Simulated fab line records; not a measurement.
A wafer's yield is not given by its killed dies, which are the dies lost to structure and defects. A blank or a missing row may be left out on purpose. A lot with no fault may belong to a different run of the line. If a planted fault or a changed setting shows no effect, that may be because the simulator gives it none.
fab line records + flow nandHarc
record:
- lots: 5
- wafers: 15
- lastDay: 33
route steps=1302 shown A_WL_FILL@956 END@1302
lots with no fault: from the same line, run without faults
startH: start of the lot's first displayed wafer, in hours after the record's first day + waitH: hours since the lot's step before + " unchanged from the row above + L1.1+2: several wafers, shown together as one row + - no value, or no start was given + * or withheld: withheld + < > ~ a bound
route shown NAME@n: a module of which the file shows steps, and the number in the route of the first + usual: mean/standard deviation of fault-free wafers + same: alike in all rows + chamber/n: place in a boat + sites: readings site by site + _std_site: how widely they spread, as a standard deviation + _edge_site: mean of outer sites minus mean of inner sites + radiusMm: how far each site lies from the wafer's centre + mask NAME#n: copy n + behind: the most recent tool/chamber to have shaped the wafer + hold: what put the lot on hold/how long, in hours/how the hold closed + device: the transistor (n, p or np) that didn't switch + end of line: tests of these same wafers at the route's end + where a step has no rows: the recipe by itself + killed: count of dies lost to structure and defects at first sort (not the wafer's yield) + map: a wafer's dies, x killed, . not, _ none there
set.NAME: the run value of the setting; set.NAME@STEP: its run value at that earlier step + model.NAME: the simulator's own value behind a step, which no gauge read
certain route steps with their lots: each step a table, each wafer a row
services: a tool's chamber out of use, with start hour (startH, from the record's first day; less than 0 if before it), hours out, and reason
== steps ==
step: NHARC_A_WL_FILL_CVD_03
recipe:
- targetThkA: 400
- tempC: 300
- pressureTorr: 40
- wf6FlowSccm: 40
- h2FlowSccm: 1600
- arFlowSccm: 1560
- timeS: 279
- material: W
usual:
- heaterPowerW: 479/24
- throttleValvePct: 7.84/0.2
| lot.wafer | tool    | chamber | startH | waitH | heaterPowerW | throttleValvePct |
|-----------|---------|---------|--------|-------|--------------|------------------|
| L973.2    | cvdW-02 | 0       | 528.60 | 0.1   | 466          | 7.52             |
| L973.4    | "       | 0       | "      | "     | 479          | 7.80             |
| L973.3    | "       | 1       | "      | "     | 477          | 7.85             |
| L980.1    | cvdW-02 | 0       | 568.35 | 0.1   | 481          | 8.05             |
| L980.6    | "       | 0       | "      | "     | 473          | 8.12             |
| L980.5    | "       | 1       | "      | "     | 450          | 7.85             |
| L979.3    | cvdW-01 | 0       | 570.08 | 0.2   | 465          | 7.37             |
| L979.4    | "       | 1       | "      | "     | 508          | 7.55             |
| L979.5    | "       | 1       | "      | "     | 503          | 7.59             |
| L989.2    | cvdW-01 | 0       | 660.27 | 0.3   | 455          | 7.79             |
| L989.4    | "       | 1       | "      | "     | 512          | 7.17             |
| L989.6    | "       | 0       | "      | "     | 481          | 7.84             |
| L993.2    | cvdW-02 | 0       | 685.66 | 0.1   | 495          | 7.97             |
| L993.4    | "       | 0       | "      | "     | 505          | 7.86             |
| L993.3    | "       | 1       | "      | "     | 439          | 7.81             |
step: NHARC_A_WL_FILL_ETCHBACK_04
recipe:
- targetDepthA: 600
- timeS: 120
- chemistry: NF3
usual:
- drypumpMotorCurrentA: 5.49/0.29
- oesProductAu: 1.001/0.013
- runLengthS: 141.4/0.36
| lot.wafer | tool        | chamber | startH | waitH | drypumpMotorCurrentA | oesProductAu | rfHoursCounterH | runLengthS |
|-----------|-------------|---------|--------|-------|----------------------|--------------|-----------------|------------|
| L973.2    | rieMetal-02 | 1       | 528.98 | 0.3   | 5.45                 | 1.015        | 1.2             | 141.4      |
| L973.3    | "           | 1       | "      | "     | 5.47                 | 1.006        | -               | 141.4      |
| L973.4    | "           | 0       | "      | "     | 5.92                 | 1.028        | -               | 141.1      |
| L980.1    | rieMetal-03 | 1       | 568.72 | 0.3   | 5.24                 | 1.003        | 0.6             | 141.3      |
| L980.5    | "           | 1       | "      | "     | 5.23                 | 1.000        | -               | 141.3      |
| L980.6    | "           | 0       | "      | "     | 5.56                 | 0.995        | -               | 141.6      |
| L979.3    | rieMetal-02 | 1       | 570.42 | 0.3   | 5.43                 | 1.015        | -               | 141.9      |
| L979.4    | "           | 0       | "      | "     | 5.97                 | 1.021        | -               | 141.4      |
| L979.5    | "           | 1       | "      | "     | 5.42                 | 1.006        | -               | 141.6      |
| L989.2    | rieMetal-01 | 1       | 660.65 | 0.3   | 5.69                 | 0.995        | 1.6             | 140.7      |
| L989.4    | "           | 0       | "      | "     | 5.15                 | 0.994        | -               | 141.7      |
| L989.6    | "           | 1       | "      | "     | 5.71                 | 1.001        | -               | 140.6      |
| L993.2    | rieMetal-03 | 1       | 686.03 | 0.3   | 5.21                 | 0.992        | 3.0             | 141.1      |
| L993.3    | "           | 1       | "      | "     | 5.20                 | 1.001        | -               | 141.3      |
| L993.4    | "           | 0       | "      | "     | 5.61                 | 0.981        | -               | 141.7      |
step: NHARC_A_WL_FILL_ETCHBACK_05
recipe:
- targetDepthA: 220
- timeS: 60
- tempC: 40
- chemistry: Cl2/BCl3
step: NHARC_A_WL_FILL_STRIP_27
recipe:
- powerW: 1500
- tempC: 250
- timeS: 20
- chemistry: N2/H2
usual:
- drypumpMotorCurrentA: 5.89/0.23
- heaterPowerW: 297/28
| lot.wafer | tool           | chamber | startH | waitH | drypumpMotorCurrentA | heaterPowerW | rfHoursCounterH |
|-----------|----------------|---------|--------|-------|----------------------|--------------|-----------------|
| L973.2    | plasmaAsher-01 | 0       | 529.38 | 0.1   | 5.91                 | 290          | 0               |
| L973.3    | "              | 1       | "      | "     | 5.59                 | 357          | -               |
| L973.4    | "              | 0       | "      | "     | 5.88                 | 286          | -               |
| L980.1    | plasmaAsher-01 | 0       | 569.13 | 0.1   | 5.93                 | 288          | 7               |
| L980.6    | "              | 1       | "      | "     | 5.61                 | 361          | -               |
| L980.5    | "              | 0       | "      | "     | 5.89                 | 299          | -               |
| L979.3    | plasmaAsher-02 | 0       | 570.78 | 0.1   | 6.19                 | 269          | -               |
| L979.4    | "              | 1       | "      | "     | 5.72                 | 295          | -               |
| L979.5    | "              | 0       | "      | "     | 6.17                 | 273          | -               |
| L989.2    | plasmaAsher-01 | 0       | 661.03 | 0.1   | 5.87                 | 292          | 28              |
| L989.4    | "              | 1       | "      | "     | 5.61                 | 350          | -               |
| L989.6    | "              | 1       | "      | "     | 5.60                 | 361          | -               |
| L993.2    | plasmaAsher-02 | 1       | 686.41 | 0.1   | 5.74                 | 303          | 17              |
| L993.3    | "              | 1       | "      | "     | 5.76                 | 295          | -               |
| L993.4    | "              | 0       | "      | "     | 6.20                 | 271          | -               |
step: NHARC_A_WL_FILL_STRIP_28
recipe:
- timeS: 1200
- tempC: 72.5
- chemistry: postEtchResidueRemover
step: NHARC_A_WL_FILL_PRECLEAN_06
recipe:
- timeS: 300
- chemistry: DIW
step: NHARC_A_WL_FILL_SRD_07
step: NHARC_A_WL_FILL_ANNEAL_08
recipe:
- tempC: 450
- timeS: 1800
step: NHARC_A_WL_FILL_ALD_10
recipe:
- targetThkA: 500
- pulseTimeS: 10
- aldCycles: 500
- tempC: 300
- material: SiO2
step: NHARC_A_WL_FILL_ETCHBACK_16
recipe:
- targetDepthA: 1200
- timeS: 24
- c4f8FlowSccm: withheld
- o2FlowSccm: 8
- arFlowSccm: withheld
- rfW: 600
- biasW: 800
- chemistry: C4F8/O2/Ar
usual:
- oesProductAu: 0.994/0.021
- rfVppV: 723/3.8
- runLengthS: 45.5/0.41
| lot.wafer | tool       | chamber | startH | waitH | oesProductAu | rfHoursCounterH | rfVppV | runLengthS |
|-----------|------------|---------|--------|-------|--------------|-----------------|--------|------------|
| L973.2    | rieDiel-13 | 0       | -      | -     | 0.995        | 0.5             | 719    | 45.3       |
| L973.3    | "          | 1       | "      | "     | 1.000        | 0.4             | 729    | 45.1       |
| L973.4    | "          | 2       | "      | "     | 1.018        | 0.3             | 727    | 44.7       |
| L980.1    | rieDiel-04 | 1       | -      | -     | 0.981        | 2.2             | 721    | 45.5       |
| L980.6    | "          | 1       | "      | "     | 0.999        | -               | 721    | 45.6       |
| L980.5    | "          | 2       | "      | "     | 1.009        | -               | 726    | 45.6       |
| L979.3    | rieDiel-04 | 1       | -      | -     | 1.002        | 2.2             | 722    | 45.8       |
| L979.4    | "          | 2       | "      | "     | 1.005        | 2.0             | 725    | 45.7       |
| L979.5    | "          | 1       | "      | "     | 1.008        | -               | 721    | 45.8       |
| L989.2    | rieDiel-13 | 2       | -      | -     | 1.005        | 4.5             | 727    | 45.0       |
| L989.4    | "          | 2       | "      | "     | 0.995        | -               | 727    | 45.3       |
| L989.6    | "          | 3       | "      | "     | 0.988        | -               | 716    | 45.2       |
| L993.3    | rieDiel-05 | 1       | -      | -     | 0.988        | 3.8             | 723    | 44.5       |
| L993.2    | "          | 2       | "      | "     | 0.973        | 3.7             | 716    | 45.4       |
| L993.4    | "          | 3       | "      | "     | 0.967        | 3.3             | 727    | 44.9       |
step: NHARC_A_WL_FILL_STRIP_29
recipe:
- timeS: 20
- o2FlowSccm: 500
- arFlowSccm: 0
- biasW: 0
- chemistry: O2
usual:
- drypumpMotorCurrentA: 5.7/0.44
- oesProductAu: 1.008/0.0095
- rfVppV: 57.6/0.84
- showerheadPlenumPTorr: 3.50/0.12
- throttleValvePct: 17.036/0.0086
| lot.wafer | tool       | chamber | startH | waitH | drypumpMotorCurrentA | oesProductAu | rfHoursCounterH | rfVppV | showerheadPlenumPTorr | throttleValvePct |
|-----------|------------|---------|--------|-------|----------------------|--------------|-----------------|--------|-----------------------|------------------|
| L973.4    | rieDiel-13 | 1       | 537.92 | 0.1   | 5.2                  | 1.015        | 0.4             | 57.5   | 3.72                  | 17.044           |
| L973.2    | "          | 3       | "      | "     | 6.1                  | 1.004        | 0.4             | 57.4   | 3.38                  | 17.028           |
| L973.3    | "          | 0       | "      | "     | 5.8                  | 0.999        | 0.5             | 58.1   | 3.39                  | 17.039           |
| L980.1    | rieDiel-04 | 0       | 578.76 | 0.1   | 6.0                  | 1.004        | 2.1             | 56.3   | 3.44                  | 17.040           |
| L980.5    | "          | 3       | "      | "     | 4.9                  | 1.016        | -               | 57.3   | 3.50                  | 17.041           |
| L980.6    | "          | 0       | "      | "     | 6.0                  | 1.003        | -               | 57.8   | 3.44                  | 17.039           |
| L979.3    | rieDiel-04 | 3       | 581.85 | 0.1   | 4.9                  | 1.002        | 1.9             | 58.3   | 3.50                  | 17.044           |
| L979.4    | "          | 1       | "      | "     | 5.7                  | 1.016        | 2.3             | 58.6   | 3.47                  | 17.054           |
| L979.5    | "          | 3       | "      | "     | 4.9                  | 1.007        | -               | 56.6   | 3.50                  | 17.039           |
| L989.2    | rieDiel-13 | 0       | 670.70 | 0.1   | 5.8                  | 0.998        | 4.7             | 56.1   | 3.38                  | 17.047           |
| L989.4    | "          | 2       | "      | "     | 6.3                  | 1.008        | -               | 58.5   | 3.67                  | 17.043           |
| L989.6    | "          | 3       | "      | "     | 6.1                  | 0.992        | -               | 56.7   | 3.38                  | 17.033           |
| L993.4    | rieDiel-05 | 1       | 697.95 | 0.1   | 5.6                  | 1.012        | 3.9             | 58.8   | 3.49                  | 17.036           |
| L993.2    | "          | 2       | "      | "     | 5.7                  | 1.014        | 3.7             | 59.2   | 3.31                  | 17.034           |
| L993.3    | "          | 3       | "      | "     | 5.5                  | 1.008        | 3.3             | 57.1   | 3.56                  | 17.041           |
step: NHARC_A_WL_FILL_ETCHBACK_17
recipe:
- targetDepthA: 40
- timeS: 26.7
- chemistry: Cl2/BCl3
usual:
- drypumpMotorCurrentA: 5.48/0.26
- oesProductAu: 1.001/0.012
- runLengthS: 48.2/0.39
| lot.wafer | tool        | chamber | startH | waitH | drypumpMotorCurrentA | oesProductAu | rfHoursCounterH | runLengthS |
|-----------|-------------|---------|--------|-------|----------------------|--------------|-----------------|------------|
| L973.2    | rieMetal-01 | 1       | 538.02 | -     | 5.74                 | 0.987        | 1.9             | 47.6       |
| L973.3    | "           | 0       | "      | "     | 5.15                 | 1.014        | -               | 47.9       |
| L973.4    | "           | 1       | "      | "     | 5.71                 | 0.983        | -               | 48.1       |
| L980.1    | rieMetal-03 | 0       | 578.87 | -     | 5.58                 | 0.994        | 1.0             | 48.3       |
| L980.6    | "           | 1       | "      | "     | 5.20                 | 1.010        | -               | 47.8       |
| L980.5    | "           | 0       | "      | "     | 5.58                 | 0.987        | -               | 48.3       |
| L979.4    | rieMetal-03 | 0       | 581.97 | -     | 5.63                 | 0.982        | -               | 48.8       |
| L979.3    | "           | 1       | "      | "     | 5.21                 | 0.997        | -               | 44.4       |
| L979.5    | "           | 1       | "      | "     | 5.24                 | 0.999        | -               | 48.1       |
| L989.2    | rieMetal-03 | 0       | 670.78 | -     | 5.59                 | 0.993        | 2.8             | 48.4       |
| L989.4    | "           | 0       | "      | "     | 5.60                 | 0.991        | -               | 48.3       |
| L989.6    | "           | 1       | "      | "     | 5.19                 | 0.996        | -               | 48.2       |
| L993.2    | rieMetal-01 | 1       | 698.03 | -     | 5.70                 | 0.994        | 2.4             | 48.2       |
| L993.3    | "           | 1       | "      | "     | 5.73                 | 0.991        | -               | 47.4       |
| L993.4    | "           | 0       | "      | "     | 5.15                 | 0.998        | -               | 48.4       |
step: NHARC_A_WL_FILL_PRECLEAN_18
recipe:
- timeS: 30
- chemistry: dHF
step: NHARC_END_SORT_01
recipe:
- tempC: 25
usual:
- killedAtArray: 59/21
- killedAtOther: 1.0/1.1
- killedAtPeriphery: 4.0/2.6
- killedDies: 64/21
- killedOpen: 3.2/1.7
- killedShort: 2.5/1.5
same:
- grossDies: 677
| lot.wafer | tool      | chamber | startH | waitH | killedAtArray | killedAtOther | killedAtPeriphery | killedDies | killedOpen | killedShort |
|-----------|-----------|---------|--------|-------|---------------|---------------|-------------------|------------|------------|-------------|
| L973.2    | prober-02 | 0       | 631.85 | 2.8   | 119           | 1             | 4                 | 124        | 4          | 4           |
| L973.3    | prober-02 | 0       | 632.64 | 3.1   | 85            | 0             | 11                | 96         | 6          | 3           |
| L973.4    | prober-02 | 0       | 633.43 | 3.4   | 87            | 1             | 2                 | 90         | 3          | 3           |
| L993.2    | prober-01 | 0       | 782.83 | 2.8   | 45            | 0             | 2                 | 47         | 1          | 3           |
| L993.3    | prober-01 | 0       | 783.62 | 3.1   | 61            | 1             | 6                 | 68         | 3          | 1           |
| L993.4    | prober-01 | 0       | 784.41 | 3.4   | 51            | 1             | 1                 | 53         | 5          | 1           |
killed by level:class
L973.2 A_SLIT:chamberFilmFlake=38 A_CHANNEL_HOLE_D2:chamberFilmFlake=31 A_CHANNEL_HOLE_D1:chamberFilmFlake=30 A_STAIRCASE:chamberFilmFlake=9 A_CONTACT:chamberFilmFlake=5 P_CONTACT:geometricParticle:open=2 P_M0:geometricParticle:open=1 A_CHANNEL_HOLE_D2:geometricParticle:short=1
L973.3 A_SLIT:chamberFilmFlake=28 A_CHANNEL_HOLE_D2:chamberFilmFlake=22 A_CHANNEL_HOLE_D1:chamberFilmFlake=20 A_CONTACT:chamberFilmFlake=7 P_GATE:chamberFilmFlake=5 A_STAIRCASE:chamberFilmFlake=5 P_M1:geometricParticle:open=2 P_ZERO_WELL:geometricParticle:short=1
L973.4 A_CHANNEL_HOLE_D1:chamberFilmFlake=26 A_SLIT:chamberFilmFlake=25 A_CHANNEL_HOLE_D2:chamberFilmFlake=19 A_STAIRCASE:chamberFilmFlake=6 A_CONTACT:chamberFilmFlake=4 A_DECK1_JOINT:geometricParticle:short=2 A_CHANNEL_FILL_D2:geometricParticle:open=2 P_CONTACT:geometricParticle:short=1
L993.2 A_CHANNEL_HOLE_D2:chamberFilmFlake=23 A_SLIT:chamberFilmFlake=7 A_CONTACT:chamberFilmFlake=6 A_CHANNEL_FILL_D2:geometricParticle:short=2 P_GATE:chamberFilmFlake=2 A_DECK1_JOINT:chamberFilmFlake=2 A_DECK1_JOINT:geometricParticle:open=1 A_SGD_CUT:geometricParticle:short=1
L993.3 A_CHANNEL_HOLE_D2:chamberFilmFlake=34 A_SLIT:chamberFilmFlake=11 A_CONTACT:chamberFilmFlake=7 P_GATE:chamberFilmFlake=6 A_CHANNEL_FILL_D2:geometricParticle:open=2 A_WL_FILL:geometricParticle:short=1 A_BLC:geometricParticle:open=1 A_ZERO_WELL:chamberFilmFlake=1
L993.4 A_CHANNEL_HOLE_D2:chamberFilmFlake=30 A_SLIT:chamberFilmFlake=8 A_STAIRCASE:chamberFilmFlake=3 A_CONTACT:chamberFilmFlake=3 A_M1:geometricParticle:open=2 A_DECK1_JOINT:geometricParticle:open=1 A_WL_FILL:geometricParticle:open=1 A_BLC:geometricParticle:open=1
== services ==
| tool           | chamber | startH | hours | kind   |
|----------------|---------|--------|-------|--------|
| rieDiel-04     | 3       | 509.12 | 16.3  | repair |
| cvdW-01        | 0       | 514.72 | 4.0   | repair |
| plasmaAsher-01 | -       | 519.00 | 9.0   | pm     |
| rieMetal-03    | -       | 519.00 | 9.0   | pm     |
| rieDiel-13     | -       | 519.01 | 9.0   | pm     |
| rieDiel-05     | 3       | 522.11 | 4.5   | repair |
| rieMetal-01    | 1       | 523.84 | 13.6  | repair |
| rieDiel-04     | -       | 531.90 | 9.0   | pm     |
| rieDiel-13     | 1       | 539.78 | 3.1   | repair |
| cvdW-01        | -       | 547.00 | 13.0  | pm     |
| rieDiel-05     | -       | 552.49 | 0.4   | repair |
| rieDiel-04     | -       | 554.37 | 0.3   | repair |
| rieMetal-03    | -       | 571.65 | 0.6   | repair |
| rieMetal-01    | -       | 575.00 | 9.0   | pm     |
| rieDiel-05     | -       | 583.60 | 9.0   | pm     |
| plasmaAsher-01 | -       | 600.34 | 0.9   | repair |
| plasmaAsher-02 | -       | 603.13 | 9.0   | pm     |
| rieMetal-01    | -       | 627.83 | 0.1   | repair |
| cvdW-02        | -       | 649.75 | 13.0  | pm     |
| rieDiel-04     | -       | 666.44 | 12.7  | repair |
| rieDiel-13     | 1       | 669.50 | 8.3   | repair |
| plasmaAsher-01 | -       | 696.00 | 9.0   | pm     |
| rieMetal-03    | -       | 696.00 | 9.0   | pm     |
| rieDiel-13     | -       | 696.01 | 9.0   | pm     |
== key ==
firstSign:
- step: NHARC_A_WL_FILL_ETCHBACK_17
- reading: runLengthS
- direction: down
- sigmas: 9.6
- usual: *
- struck: *
effect none on later readings
metAt NHARC_A_WL_FILL_ETCHBACK_17
struckWafers L979.3
testerLeftOut L979
onsetBetween 578.87 581.97
fault:
- kind: processParameterDrift
- tool: rieMetal-03
- chamber: -
- onsetH: 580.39
- steps: NHARC_A_WL_FILL_ETCHBACK_17
- channel: timeS
- offset: *
- shape: step
- endH: 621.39
- scope: struckWafersOnly
- actsIn: *
- stated: *
testerLeftOut: of these lots the tester's yield and bins aren't shown, on N5 and GAA mostly nor the transistor test; their killed dies are dies lost to structure and defects alone, not to doping, threshold or leakage, so they don't give the yield
